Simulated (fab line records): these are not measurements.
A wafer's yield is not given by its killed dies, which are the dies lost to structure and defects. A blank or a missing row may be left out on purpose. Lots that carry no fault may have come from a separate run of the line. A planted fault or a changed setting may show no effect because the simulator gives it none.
fab line records	flow n5Finfet
record: lots: 24	wafers: 72	lastDay: 17
route steps=1938 shown BEOL_M13@1700 BEOL_M14@1727
lots that met no fault: from a run of the same line without faults
startH: the number of hours between the record's first day and the start of the first shown wafer of the lot	waitH: hours since the lot's step before	" unchanged from the row above	L1.1+2: a single row standing in for several wafers	- no value, or no start given	* or withheld: withheld	< > ~ a bound
route shown NAME@n: NAME is a module with steps in the file, n the number in the route of the first one	usual: the fault-free wafers' mean and standard deviation	same: alike in all rows	chamber/n: place in a boat	sites: each site's reading	_std_site: the standard deviation of these	_edge_site: mean of outer sites minus mean of inner sites	radiusMm: for every site, how far away it sits from the centre of the wafer	mask NAME#n: copy n	behind: the most recent tool/chamber to have shaped the wafer	hold: reason for holding the lot/hours on hold/outcome of the hold	device: transistor that didn't switch, given as n, p or np	end of line: tests run on the same wafers once the route is complete	a step without rows: its recipe alone	killed: dies lost to structure and defects at the first sort, not the wafer's yield	map: a wafer's dies, marking killed ones x, the rest . and places with no die _
set.NAME: the setting that was run; set.NAME@STEP: the one run at that earlier step	model.NAME: the simulator's own value behind a step, which no gauge read
the route's steps for a sample of lots (tables are steps, rows are wafers)
services: when a tool's chamber went out of use (startH, in hours from the record's first day, below 0 if earlier), for how many hours, and the reason
== steps ==
step: N5_BEOL_M13_ETCH_38
recipe: chemistry: CF4/N2	target: SiCN	targetDepthA: 675	taperDeg: 2	timeS: 71.9	ionEnergyEv: 150	maskMaterial: SiO2	pressureMtorr: 40	sourceW: 430	biasW: 70	Ar_flow_sccm: 100	cf4FlowSccm: 60	n2FlowSccm: 60
usual: drypumpMotorCurrentA: 6.0/0.62	oesProductAu: 0.76/0.062	rfVppV: 381.6/1.7	showerheadPlenumPTorr: 2.17/0.064	throttleValvePct: 15.36/0.18
lot.wafer	tool	chamber	startH	waitH	drypumpMotorCurrentA	oesProductAu	rfHoursCounterH	rfVppV	showerheadPlenumPTorr	throttleValvePct
L075.2	rieDiel-01	2	248.90	-	6.8	0.76	142	379.6	2.13	15.16
L075.5	"	2	"	"	6.8	0.77	-	380.5	2.13	15.15
L075.6	"	0	"	"	5.1	0.86	-	380.3	2.14	15.08
L077.2	rieDiel-01	0	250.18	-	5.1	0.86	59	380.4	2.14	15.07
L077.4	"	1	"	"	6.3	0.84	64	383.9	2.24	15.51
L077.6	"	3	"	"	6.2	0.71	-	382.3	2.17	15.20
L076.3	rieDiel-01	0	253.60	-	5.1	0.86	60	380.0	2.14	15.07
L076.4	"	3	"	"	6.3	0.70	202	383.1	2.17	15.18
L076.6	"	2	"	"	6.8	0.76	-	379.4	2.13	15.15
L074.1	rieDiel-01	1	262.18	-	6.3	0.82	68	382.8	2.23	15.50
L074.3	"	2	"	"	6.8	0.77	146	380.1	2.13	15.16
L074.5	"	2	"	"	6.8	0.76	-	378.9	2.13	15.14
L079.1	rieDiel-01	2	267.29	-	6.8	0.76	147	379.1	2.13	15.16
L079.3	"	0	"	"	5.1	0.86	64	380.6	2.14	15.08
L079.5	"	1	"	"	6.3	0.82	-	383.0	2.23	15.53
L078.4	rieDiel-02	1	270.09	-	5.3	0.73	-	382.3	2.20	15.48
L078.5	"	2	"	"	6.2	0.84	-	384.8	2.34	15.25
L078.6	"	3	"	"	6.0	0.68	-	381.3	2.18	15.84
L080.2	rieDiel-04	3	273.68	-	6.6	0.79	160	379.2	2.12	15.30
L080.3	"	1	"	"	5.0	0.86	60	383.2	2.24	15.39
L080.6	"	0	"	"	6.1	0.70	-	384.5	2.28	15.59
L081.1	rieDiel-04	2	277.73	-	5.7	0.69	197	380.4	2.11	15.39
L081.4	"	3	"	"	6.6	0.79	162	381.5	2.12	15.27
L081.5	"	3	"	"	6.6	0.79	-	380.7	2.12	15.28
L082.2	rieDiel-04	1	285.86	-	5.0	0.85	66	382.6	2.24	15.42
L082.4	"	3	"	"	6.7	0.77	-	381.5	2.12	15.29
L082.5	"	1	"	"	5.0	0.84	-	383.0	2.24	15.41
L083.1	rieDiel-04	1	301.45	-	5.0	0.84	71	382.6	2.24	15.40
L083.3	"	3	"	"	6.6	0.78	172	380.4	2.11	15.28
L083.4	"	3	"	"	6.7	0.77	-	380.7	2.11	15.31
L084.1	rieDiel-02	2	302.40	-	6.2	0.85	53	384.2	2.33	15.28
L084.2	"	0	"	"	5.6	0.87	28	384.0	2.24	15.31
L084.4	"	1	"	"	5.3	0.72	195	380.9	2.20	15.49
L086.2	rieDiel-04	3	315.13	-	6.7	0.78	177	379.5	2.11	15.32
L086.4	"	2	"	"	5.7	0.69	208	379.6	2.10	15.41
L086.5	"	2	"	"	5.7	0.69	-	381.2	2.10	15.41
L085.2	rieDiel-01	1	315.40	-	6.4	0.81	87	381.8	2.23	15.57
L085.3	"	0	"	"	5.1	0.84	80	380.9	2.14	15.14
L085.6	"	2	"	"	6.8	0.75	-	379.3	2.12	15.17
L087.1	rieDiel-01	0	322.33	-	5.1	0.84	82	380.9	2.13	15.14
L087.5	"	2	"	"	6.8	0.76	-	380.5	2.12	15.18
L087.6	"	1	"	"	6.3	0.81	-	383.4	2.23	15.57
L089.2	rieDiel-01	0	328.33	-	5.1	0.82	84	380.2	2.13	15.13
L089.5	"	3	"	"	6.3	0.69	-	382.5	2.16	15.23
L089.6	"	0	"	"	5.1	0.83	-	381.7	2.13	15.13
L088.4	rieDiel-04	0	330.20	-	6.1	0.68	219	384.2	2.28	15.63
L088.5	"	1	"	"	5.0	0.82	-	383.8	2.24	15.43
L088.6	"	0	"	"	6.0	0.68	-	383.4	2.28	15.65
L091.2	rieDiel-04	3	334.43	-	6.7	0.77	184	378.9	2.11	15.32
L091.5	"	2	"	"	5.7	0.68	-	377.9	2.10	15.42
L091.6	"	3	"	"	6.6	0.77	-	380.0	2.11	15.33
L090.2	rieDiel-01	3	347.04	-	6.3	0.68	231	380.7	2.16	15.24
L090.3	"	1	"	"	6.3	0.78	96	382.6	2.22	15.57
L090.5	"	2	"	"	6.8	0.74	-	378.5	2.12	15.20
L092.2	rieDiel-01	0	347.79	-	5.1	0.83	90	382.0	2.13	15.14
L092.4	"	3	"	"	6.3	0.69	231	381.8	2.16	15.25
L092.5	"	1	"	"	6.3	0.80	-	383.3	2.22	15.59
L094.2	rieDiel-04	1	352.92	-	5.0	0.81	87	383.1	2.23	15.45
L094.3	"	3	"	"	6.7	0.77	191	380.3	2.11	15.33
L094.5	"	2	"	"	5.7	0.69	-	380.6	2.10	15.41
L093.2	rieDiel-04	3	359.45	-	6.6	0.77	193	380.3	2.11	15.35
L093.3	"	2	"	"	5.7	0.69	220	379.2	2.10	15.45
L093.6	"	3	"	"	6.6	0.77	-	379.9	2.11	15.35
L095.2	rieDiel-04	3	361.41	-	6.7	0.76	193	381.2	2.11	15.34
L095.4	"	1	"	"	5.0	0.82	-	382.9	2.23	15.46
L095.5	"	3	"	"	6.7	0.76	-	378.5	2.11	15.34
L097.3	rieDiel-01	2	378.34	-	6.8	0.73	181	378.5	2.12	15.20
L097.4	"	0	"	"	5.1	0.81	98	379.7	2.13	15.17
L097.6	"	3	"	"	6.3	0.68	-	382.3	2.16	15.25
L096.1	rieDiel-02	1	378.59	-	5.3	0.71	222	381.2	2.19	15.55
L096.4	"	0	"	"	5.6	0.83	52	384.3	2.23	15.38
L096.6	"	1	"	"	5.3	0.71	-	381.9	2.19	15.56
step: N5_BEOL_M13_SPUTTER_43
recipe: material: TaN	targetThkA: 150	tempC: 50	biasV: 168.6	powerW: 15000	chamberPressurePa: 0.12	timeS: 24.19
usual: susceptorTempC: 49.99/0.12	throttleValvePct: 29.6/0.86
lot.wafer	tool	chamber	startH	waitH	susceptorTempC	throttleValvePct
L075.2	pvdSputter-03	-	249.91	0.0	50.15	29.6
L075.5	"	-	"	"	50.10	30.2
L075.6	"	-	"	"	50.01	29.9
L077.2	pvdSputter-03	-	251.21	0.0	49.80	30.5
L077.4	"	-	"	"	50.00	30.0
L077.6	"	-	"	"	50.09	30.3
L076.3	pvdSputter-01	-	254.08	0.0	49.82	30.0
L076.4	"	-	"	"	50.11	29.1
L076.6	"	-	"	"	49.68	29.6
L074.1	pvdSputter-02	-	263.12	0.0	50.01	29.6
L074.3	"	-	"	"	49.99	29.0
L074.5	"	-	"	"	50.14	30.6
L079.1	pvdSputter-03	-	267.94	0.0	49.73	29.6
L079.3	"	-	"	"	49.85	30.3
L079.5	"	-	"	"	49.82	30.0
L078.4	pvdSputter-03	-	271.14	0.0	50.12	29.2
L078.5	"	-	"	"	49.98	30.3
L078.6	"	-	"	"	50.08	28.8
L080.2	pvdSputter-02	-	274.40	0.0	49.84	29.2
L080.3	"	-	"	"	49.98	29.0
L080.6	"	-	"	"	50.08	29.1
L081.1	pvdSputter-02	-	278.38	0.0	50.10	29.0
L081.4	"	-	"	"	49.99	29.4
L081.5	"	-	"	"	49.81	30.9
L082.2	pvdSputter-03	-	286.41	0.0	49.92	30.4
L082.4	"	-	"	"	49.94	28.8
L082.5	"	-	"	"	49.89	30.6
L083.1	pvdSputter-02	-	301.84	0.0	49.90	29.4
L083.3	"	-	"	"	50.10	30.4
L083.4	"	-	"	"	49.91	29.0
L084.1	pvdSputter-01	-	303.20	0.0	49.76	29.6
L084.2	"	-	"	"	50.04	29.4
L084.4	"	-	"	"	49.88	29.6
L086.2	pvdSputter-01	-	315.83	0.0	50.01	27.3
L086.4	"	-	"	"	49.99	29.4
L086.5	"	-	"	"	50.16	29.7
L085.2	pvdSputter-01	-	316.33	0.0	49.99	29.9
L085.3	"	-	"	"	50.05	29.8
L085.6	"	-	"	"	49.88	29.6
L087.1	pvdSputter-01	-	323.70	0.0	50.16	29.7
L087.5	"	-	"	"	50.16	29.7
L087.6	"	-	"	"	50.06	27.6
L089.2	pvdSputter-02	-	329.05	0.0	50.08	29.7
L089.5	"	-	"	"	50.18	29.5
L089.6	"	-	"	"	50.05	30.5
L088.4	pvdSputter-03	-	331.24	0.0	50.01	29.0
L088.5	"	-	"	"	50.09	29.9
L088.6	"	-	"	"	50.03	30.3
L091.2	pvdSputter-01	-	334.84	0.0	49.91	29.7
L091.5	"	-	"	"	49.80	27.5
L091.6	"	-	"	"	50.05	29.8
L090.2	pvdSputter-01	-	347.31	0.0	49.94	27.4
L090.3	"	-	"	"	50.05	29.8
L090.5	"	-	"	"	49.87	29.8
L092.2	pvdSputter-01	-	348.10	0.0	50.10	27.4
L092.4	"	-	"	"	49.88	29.5
L092.5	"	-	"	"	49.79	29.3
L094.2	pvdSputter-01	-	353.57	0.0	50.06	29.3
L094.3	"	-	"	"	50.10	27.3
L094.5	"	-	"	"	50.04	29.1
L093.2	pvdSputter-02	-	360.03	0.0	50.04	29.5
L093.3	"	-	"	"	49.95	29.0
L093.6	"	-	"	"	50.04	29.0
L095.2	pvdSputter-03	-	362.19	0.0	50.05	29.8
L095.4	"	-	"	"	49.79	29.1
L095.5	"	-	"	"	49.90	29.2
L097.3	pvdSputter-01	-	378.85	0.0	50.25	29.6
L097.4	"	-	"	"	50.06	29.3
L097.6	"	-	"	"	50.05	29.6
L096.1	pvdSputter-03	-	378.94	0.0	50.05	30.3
L096.4	"	-	"	"	50.26	29.6
L096.6	"	-	"	"	50.07	30.1
step: N5_BEOL_M13_DEP_53
recipe: material: SiCN	targetThkA: 500	tempC: withheld	precursor: 3MS/NH3	pressureTorr: 3	rfW: 675	timeS: 17.8
usual: showerheadPlenumPTorr: 4.174/0.014	throttleValvePct: 17.9/0.98
lot.wafer	tool	chamber	startH	waitH	showerheadPlenumPTorr	throttleValvePct
L075.2	pecvd-02	1	251.12	0.0	4.155	19.0
L075.5	"	2	"	"	4.180	17.5
L075.6	"	1	"	"	4.163	18.8
L077.2	pecvd-03	1	252.33	0.0	4.176	18.9
L077.4	"	1	"	"	4.174	19.0
L077.6	"	1	"	"	4.177	18.6
L076.3	pecvd-03	1	255.22	0.0	4.162	18.6
L076.4	"	0	"	"	4.192	18.8
L076.6	"	1	"	"	4.176	18.6
L074.1	pecvd-02	1	264.42	0.0	4.158	19.2
L074.3	"	1	"	"	4.150	18.9
L074.5	"	1	"	"	4.149	19.2
L079.1	pecvd-03	1	269.69	0.0	4.160	18.9
L079.3	"	0	"	"	4.176	18.7
L079.5	"	1	"	"	4.166	18.5
L078.4	pecvd-03	1	272.38	0.0	4.168	18.9
L078.5	"	0	"	"	4.181	18.8
L078.6	"	2	"	"	4.158	15.8
L080.2	pecvd-03	1	276.28	0.0	4.171	18.7
L080.3	"	0	"	"	4.184	18.8
L080.6	"	0	"	"	4.173	18.9
L081.1	pecvd-03	2	279.56	0.0	4.179	15.8
L081.4	"	0	"	"	4.186	18.7
L081.5	"	2	"	"	4.178	16.0
L082.2	pecvd-03	0	287.50	0.0	4.174	18.6
L082.4	"	0	"	"	4.187	19.1
L082.5	"	1	"	"	4.171	18.6
L083.1	pecvd-03	2	302.93	0.0	4.164	15.8
L083.3	"	1	"	"	4.170	18.5
L083.4	"	1	"	"	4.166	18.8
L084.1	pecvd-01	2	305.26	0.0	4.183	17.6
L084.2	"	0	"	"	4.170	17.9
L084.4	"	0	"	"	4.169	18.0
L086.2	pecvd-03	1	317.07	0.0	4.175	18.8
L086.4	"	2	"	"	4.160	15.8
L086.5	"	1	"	"	4.161	18.7
L085.2	pecvd-01	2	317.42	0.0	4.187	17.5
L085.3	"	1	"	"	4.138	17.5
L085.6	"	2	"	"	4.173	17.4
L087.1	pecvd-01	1	324.98	0.0	4.150	17.5
L087.5	"	0	"	"	4.168	18.1
L087.6	"	2	"	"	4.186	17.5
L089.2	pecvd-02	0	330.17	0.0	4.184	17.2
L089.5	"	0	"	"	4.188	17.3
L089.6	"	2	"	"	4.195	17.9
L088.4	pecvd-01	1	332.36	0.0	4.147	17.8
L088.5	"	2	"	"	4.189	17.6
L088.6	"	0	"	"	4.156	18.1
L091.2	pecvd-02	2	336.06	0.0	4.195	17.7
L091.5	"	0	"	"	4.198	17.3
L091.6	"	2	"	"	4.195	17.6
L090.2	pecvd-03	2	348.41	0.0	4.166	16.0
L090.3	"	0	"	"	4.189	19.1
L090.5	"	0	"	"	4.182	19.2
L092.2	pecvd-01	1	349.20	0.0	4.159	17.6
L092.4	"	1	"	"	4.147	17.6
L092.5	"	2	"	"	4.178	17.5
L094.2	pecvd-03	1	354.66	0.0	4.160	18.6
L094.3	"	2	"	"	4.182	15.9
L094.5	"	2	"	"	4.170	16.2
L093.2	pecvd-01	1	361.12	0.0	4.149	17.6
L093.3	"	2	"	"	4.197	17.3
L093.6	"	2	"	"	4.186	17.5
L095.2	pecvd-01	2	363.28	0.0	4.183	17.6
L095.4	"	2	"	"	4.180	17.4
L095.5	"	0	"	"	4.165	17.8
L097.3	pecvd-01	1	380.11	0.0	4.150	17.8
L097.4	"	2	"	"	4.194	17.5
L097.6	"	0	"	"	4.156	17.9
L096.1	pecvd-03	2	380.38	0.0	4.169	16.4
L096.4	"	1	"	"	4.158	18.8
L096.6	"	2	"	"	4.181	16.0
step: N5_BEOL_M13_INSPECT_55
recipe: inspectInstrument: darkfield	mode: postDep
usual: rawDefectCount: 69/20
lot.wafer	tool	chamber	startH	waitH	rawDefectCount
L075.2	defectInspect-01	-	251.21	0.0	42
L075.5	"	-	"	"	27
L075.6	"	-	"	"	53
L077.2	defectInspect-02	-	252.44	0.0	37
L077.4	"	-	"	"	67
L077.6	"	-	"	"	77
L076.3	defectInspect-02	-	255.31	0.0	112
L076.4	"	-	"	"	40
L076.6	"	-	"	"	121
L074.1	defectInspect-01	-	264.53	0.0	46
L074.3	"	-	"	"	39
L074.5	"	-	"	"	68
L079.1	defectInspect-02	-	269.78	0.0	102
L079.3	"	-	"	"	74
L079.5	"	-	"	"	72
L078.4	defectInspect-02	-	272.46	0.0	70
L078.5	"	-	"	"	66
L078.6	"	-	"	"	81
L080.2	defectInspect-02	-	276.37	0.0	63
L080.3	"	-	"	"	67
L080.6	"	-	"	"	88
L081.1	defectInspect-02	-	279.65	0.0	39
L081.4	"	-	"	"	80
L081.5	"	-	"	"	89
L082.2	defectInspect-02	-	287.60	0.0	56
L082.4	"	-	"	"	56
L082.5	"	-	"	"	54
L083.1	defectInspect-02	-	303.02	0.0	52
L083.3	"	-	"	"	40
L083.4	"	-	"	"	85
L084.1	defectInspect-02	-	305.35	0.0	66
L084.2	"	-	"	"	94
L084.4	"	-	"	"	106
L086.2	defectInspect-02	-	317.17	0.0	86
L086.4	"	-	"	"	102
L086.5	"	-	"	"	75
L085.2	defectInspect-01	-	317.51	0.0	88
L085.3	"	-	"	"	93
L085.6	"	-	"	"	72
L087.1	defectInspect-01	-	325.07	0.0	63
L087.5	"	-	"	"	54
L087.6	"	-	"	"	57
L089.2	defectInspect-02	-	330.28	0.0	84
L089.5	"	-	"	"	100
L089.6	"	-	"	"	85
L088.4	defectInspect-02	-	332.43	0.0	63
L088.5	"	-	"	"	47
L088.6	"	-	"	"	49
L091.2	defectInspect-01	-	336.17	0.0	45
L091.5	"	-	"	"	62
L091.6	"	-	"	"	34
L090.2	defectInspect-01	-	348.50	0.0	73
L090.3	"	-	"	"	97
L090.5	"	-	"	"	88
L092.2	defectInspect-02	-	349.29	0.0	63
L092.4	"	-	"	"	95
L092.5	"	-	"	"	51
L094.2	defectInspect-01	-	354.76	0.0	68
L094.3	"	-	"	"	49
L094.5	"	-	"	"	99
L093.2	defectInspect-01	-	361.21	0.0	110
L093.3	"	-	"	"	69
L093.6	"	-	"	"	51
L095.2	defectInspect-01	-	363.38	0.0	88
L095.4	"	-	"	"	67
L095.5	"	-	"	"	89
L097.3	defectInspect-02	-	380.20	0.0	46
L097.4	"	-	"	"	71
L097.6	"	-	"	"	72
L096.1	defectInspect-01	-	380.47	0.0	50
L096.4	"	-	"	"	63
L096.6	"	-	"	"	77
step: N5_BEOL_M14_OVL_MEAS_11
recipe: pointsPerWafer: 44
usual: V13_OVL: -2/5.8
lot.wafer	tool	chamber	startH	waitH	V13_OVL[nm]
L075.2	overlay-01	0	251.78	0.0	-2
L075.5	"	0	"	"	-8
L075.6	"	0	"	"	-1
L077.2	overlay-01	0	253.13	0.0	-1
L077.4	"	0	"	"	-1
L077.6	"	0	"	"	1
L076.3	overlay-01	0	255.88	0.0	8
L076.4	"	0	"	"	2
L076.6	"	0	"	"	1
L074.1	overlay-01	0	265.21	0.0	-10
L074.3	"	0	"	"	-11
L074.5	"	0	"	"	-6
L079.1	overlay-02	0	270.35	0.0	-3
L079.3	"	0	"	"	1
L079.5	"	0	"	"	-3
L078.4	overlay-01	0	273.02	0.0	-2
L078.5	"	0	"	"	7
L078.6	"	0	"	"	-1
L080.2	overlay-01	0	277.06	0.0	-8
L080.3	"	0	"	"	-8
L080.6	"	0	"	"	-6
L081.1	overlay-02	0	280.35	0.0	-4
L081.4	"	0	"	"	-3
L081.5	"	0	"	"	0
L082.2	overlay-02	0	288.16	0.0	0
L082.4	"	0	"	"	-2
L082.5	"	0	"	"	-1
L083.1	overlay-01	0	303.59	0.0	-1
L083.3	"	0	"	"	-8
L083.4	"	0	"	"	4
L084.1	overlay-01	0	306.04	0.0	-5
L084.2	"	0	"	"	-11
L084.4	"	0	"	"	-14
L086.2	overlay-02	0	317.85	0.0	1
L086.4	"	0	"	"	-1
L086.5	"	0	"	"	7
L085.2	overlay-01	0	318.20	0.0	1
L085.3	"	0	"	"	-9
L085.6	"	0	"	"	-3
L087.1	overlay-02	0	325.63	0.0	-7
L087.5	"	0	"	"	-9
L087.6	"	0	"	"	-5
L089.2	overlay-02	0	330.97	0.0	-10
L089.5	"	0	"	"	-6
L089.6	"	0	"	"	-5
L088.4	overlay-02	0	333.12	0.0	9
L088.5	"	0	"	"	-2
L088.6	"	0	"	"	4
L091.2	overlay-02	0	336.87	0.0	1
L091.5	"	0	"	"	5
L091.6	"	0	"	"	4
L090.2	overlay-01	0	349.20	0.0	-5
L090.3	"	0	"	"	-4
L090.5	"	0	"	"	-15
L092.2	overlay-01	0	349.93	0.0	-3
L092.4	"	0	"	"	-7
L092.5	"	0	"	"	2
L094.2	overlay-01	0	355.32	0.0	-1
L094.3	"	0	"	"	4
L094.5	"	0	"	"	1
L093.2	overlay-02	0	361.78	0.0	2
L093.3	"	0	"	"	0
L093.6	"	0	"	"	-2
L095.2	overlay-02	0	364.07	0.0	-1
L095.4	"	0	"	"	3
L095.5	"	0	"	"	1
L097.3	overlay-01	0	380.76	0.0	-4
L097.4	"	0	"	"	-6
L097.6	"	0	"	"	1
L096.1	overlay-01	0	381.03	0.0	-14
L096.4	"	0	"	"	-15
L096.6	"	0	"	"	-8
step: N5_BEOL_M14_TRENCH_ETCH_34
recipe: chemistry: C4F8/O2/Ar	target: SiO2	targetDepthA: 5566.5	maskMaterial: SOC	heInnerTorr: 15	heOuterTorr: 30	timeS: 126.9	ionEnergyEv: 800	pressureMtorr: 20	sourceW: 1905	biasW: 2040	Ar_flow_sccm: 400	C4F8_flow_sccm: 16	O2_flow_sccm: 12
usual: C4F8_flow_sccm: 15.99/0.049	drypumpMotorCurrentA: 5.6/0.49	oes_f_703_au: 0.82/0.064	oesProductAu: 0.82/0.067	rfVppV: 2223/48	showerheadPlenumPTorr: 3.41/0.079	throttleValvePct: 30.95/0.23
lot.wafer	tool	chamber	startH	waitH	C4F8_flow_sccm	drypumpMotorCurrentA	oes_f_703_au	oesProductAu	rfHoursCounterH	rfVppV	showerheadPlenumPTorr	throttleValvePct
L075.2	rieDiel-06	3	253.27	0.0	15.99	4.8	0.66	0.66	234	2198	3.57	31.42
L075.5	"	3	"	"	15.96	4.8	0.66	0.66	-	2196	3.57	31.43
L075.6	"	0	"	"	15.99	5.3	0.87	0.88	-	2164	3.52	30.92
L077.2	rieDiel-03	1	254.55	0.0	15.94	5.9	0.87	0.88	45	2215	3.33	30.68
L077.4	"	2	"	"	16.03	5.8	0.85	0.85	71	2270	3.48	30.96
L077.6	"	2	"	"	16.06	5.8	0.86	0.86	-	2268	3.48	30.97
L076.3	rieDiel-06	2	257.80	0.0	15.92	4.7	0.90	0.90	21	2169	3.35	30.84
L076.4	"	0	"	"	16.00	5.3	0.87	0.87	-	2162	3.52	30.94
L076.6	"	2	"	"	15.97	4.7	0.90	0.90	-	2169	3.35	30.84
L074.1	rieDiel-05	2	266.72	0.0	16.01	4.8	0.75	0.73	193	2124	3.28	31.01
L074.3	"	0	"	"	16.06	5.9	0.82	0.83	78	2197	3.36	31.11
L074.5	"	2	"	"	16.02	4.8	0.75	0.73	-	2123	3.28	31.00
L079.1	rieDiel-03	2	271.71	0.0	15.99	5.8	0.85	0.85	76	2269	3.48	30.96
L079.3	"	3	"	"	16.14	5.5	0.89	0.87	19	2258	3.47	30.63
L079.5	"	3	"	"	16.02	5.5	0.89	0.86	-	2258	3.47	30.64
L078.4	rieDiel-03	2	274.81	0.1	15.96	5.8	0.85	0.85	-	2269	3.48	30.98
L078.5	"	3	"	"	15.97	5.5	0.89	0.87	-	2257	3.47	30.64
L078.6	"	0	"	"	15.95	6.3	0.84	0.88	-	2261	3.40	31.29
L080.2	rieDiel-03	2	278.87	0.0	16.03	5.8	0.85	0.84	80	2269	3.48	30.98
L080.3	"	3	"	"	15.95	5.5	0.89	0.87	22	2257	3.46	30.64
L080.6	"	0	"	"	15.95	6.3	0.83	0.87	-	2262	3.40	31.30
L081.1	rieDiel-06	1	281.97	0.0	15.97	5.9	0.91	0.94	7	2202	3.39	31.20
L081.4	"	2	"	"	16.00	4.7	0.89	0.88	30	2170	3.35	30.87
L081.5	"	1	"	"	16.01	5.9	0.92	0.94	-	2202	3.39	31.20
L082.2	rieDiel-03	1	289.60	0.0	16.01	5.9	0.86	0.85	52	2215	3.32	30.66
L082.4	"	0	"	"	16.05	6.3	0.82	0.85	42	2261	3.40	31.28
L082.5	"	1	"	"	15.99	5.9	0.86	0.85	-	2215	3.32	30.67
L083.1	rieDiel-03	0	305.07	0.0	16.07	6.3	0.81	0.85	47	2262	3.40	31.27
L083.3	"	2	"	"	15.92	5.8	0.84	0.83	89	2270	3.47	30.96
L083.4	"	1	"	"	15.91	5.9	0.84	0.85	-	2213	3.32	30.67
L084.1	rieDiel-05	1	307.40	0.0	16.01	5.1	0.78	0.78	81	2281	3.45	30.73
L084.2	"	2	"	"	15.93	4.9	0.73	0.71	207	2122	3.28	31.00
L084.4	"	3	"	"	15.98	6.1	0.66	0.65	245	2205	3.38	30.96
L086.2	rieDiel-03	3	319.89	0.0	16.07	5.5	0.85	0.85	35	2257	3.46	30.66
L086.4	"	2	"	"	16.01	5.8	0.83	0.83	96	2269	3.47	30.98
L086.5	"	3	"	"	16.06	5.5	0.86	0.85	-	2257	3.46	30.65
L085.2	rieDiel-05	0	320.08	0.0	15.99	5.9	0.80	0.82	93	2197	3.35	31.13
L085.3	"	2	"	"	15.99	4.9	0.73	0.71	211	2123	3.27	31.02
L085.6	"	3	"	"	15.98	6.1	0.66	0.65	-	2206	3.38	30.99
L087.1	rieDiel-03	2	327.00	0.0	15.97	5.8	0.83	0.82	98	2269	3.47	30.99
L087.5	"	2	"	"	15.93	5.8	0.83	0.83	-	2269	3.47	31.01
L087.6	"	3	"	"	16.01	5.5	0.86	0.84	-	2256	3.46	30.66
L089.2	rieDiel-06	3	332.46	0.0	15.97	4.8	0.93	0.95	4	2195	3.56	31.12
L089.5	"	3	"	"	16.02	4.8	0.93	0.95	-	2196	3.56	31.13
L089.6	"	0	"	"	15.98	5.3	0.83	0.84	-	2160	3.50	31.00
L088.4	rieDiel-05	2	334.67	0.1	16.04	4.8	0.72	0.70	-	2122	3.27	31.03
L088.5	"	0	"	"	16.00	5.9	0.80	0.80	-	2196	3.35	31.12
L088.6	"	1	"	"	15.96	5.0	0.77	0.78	-	2281	3.45	30.75
L091.2	rieDiel-03	0	338.36	0.0	15.98	6.3	0.80	0.83	61	2260	3.39	31.32
L091.5	"	2	"	"	16.03	5.8	0.82	0.82	-	2268	3.47	30.99
L091.6	"	3	"	"	15.95	5.5	0.84	0.83	-	2257	3.45	30.67
L090.2	rieDiel-03	3	350.80	0.0	16.06	5.5	0.84	0.83	47	2257	3.45	30.68
L090.3	"	0	"	"	16.00	6.3	0.80	0.83	65	2260	3.39	31.30
L090.5	"	0	"	"	16.06	6.3	0.78	0.83	-	2260	3.39	31.30
L092.2	rieDiel-05	0	351.31	0.0	16.02	5.9	0.79	0.80	102	2197	3.34	31.13
L092.4	"	3	"	"	15.95	6.1	0.93	0.95	5	2204	3.38	30.80
L092.5	"	1	"	"	16.01	5.1	0.77	0.77	-	2282	3.44	30.77
L094.2	rieDiel-05	2	356.97	0.0	16.03	4.8	0.71	0.70	227	2121	3.26	31.04
L094.3	"	0	"	"	15.95	5.9	0.79	0.80	104	2197	3.34	31.13
L094.5	"	2	"	"	16.14	4.8	0.71	0.70	-	2120	3.27	31.04
L093.2	rieDiel-05	2	363.64	0.0	15.92	4.9	0.71	0.70	229	2122	3.26	31.04
L093.3	"	1	"	"	15.93	5.1	0.76	0.76	104	2280	3.44	30.76
L093.6	"	1	"	"	15.95	5.1	0.76	0.77	-	2280	3.44	30.75
L095.2	rieDiel-03	1	365.64	0.0	16.01	5.9	0.82	0.82	81	2213	3.31	30.69
L095.4	"	3	"	"	15.94	5.5	0.84	0.82	53	2255	3.45	30.66
L095.5	"	1	"	"	16.01	5.9	0.82	0.82	-	2212	3.31	30.72
L097.3	rieDiel-03	2	382.48	0.0	15.84	5.8	0.80	0.79	118	2268	3.46	30.98
L097.4	"	0	"	"	15.94	6.3	0.78	0.81	76	2261	3.38	31.31
L097.6	"	3	"	"	15.98	5.5	0.83	0.80	-	2255	3.44	30.67
L096.1	rieDiel-06	0	382.58	0.0	16.07	5.3	0.81	0.81	111	2160	3.49	31.00
L096.4	"	2	"	"	16.04	4.7	0.84	0.82	67	2168	3.33	30.88
L096.6	"	1	"	"	16.01	5.9	0.84	0.84	-	2201	3.37	31.21
== services ==
tool	chamber	startH	hours	kind
pecvd-01	-	227.49	1.4	repair
rieDiel-05	-	229.22	0.1	repair
pecvd-03	2	231.16	2.1	scheduledDown
pecvd-03	2	233.29	-	clean
pecvd-03	2	233.29	-	consumableReplace:showerhead
pecvd-03	2	233.29	29.0	scheduledDown
pecvd-03	2	233.29	29.0	ventCycle
pecvd-02	2	262.76	15.1	repair
rieDiel-02	0	264.59	16.2	repair
pecvd-02	-	268.90	14.6	pm
rieDiel-02	-	271.50	14.6	pm
pecvd-03	-	300.66	0.8	pm
pvdSputter-02	-	303.66	4.3	repair
rieDiel-04	1	310.45	4.1	repair
rieDiel-05	3	321.96	-	clean
pecvd-03	2	323.58	5.5	scheduledDown
pvdSputter-03	-	332.51	3.0	repair
pecvd-02	1	333.32	4.9	repair
pvdSputter-02	-	342.91	6.3	repair
pecvd-02	1	360.59	10.1	repair
rieDiel-04	0	360.64	2.0	repair
rieDiel-02	0	361.79	5.2	repair
pecvd-01	1	369.82	2.1	scheduledDown
rieDiel-04	-	377.92	2.8	pm
== key ==
fault none
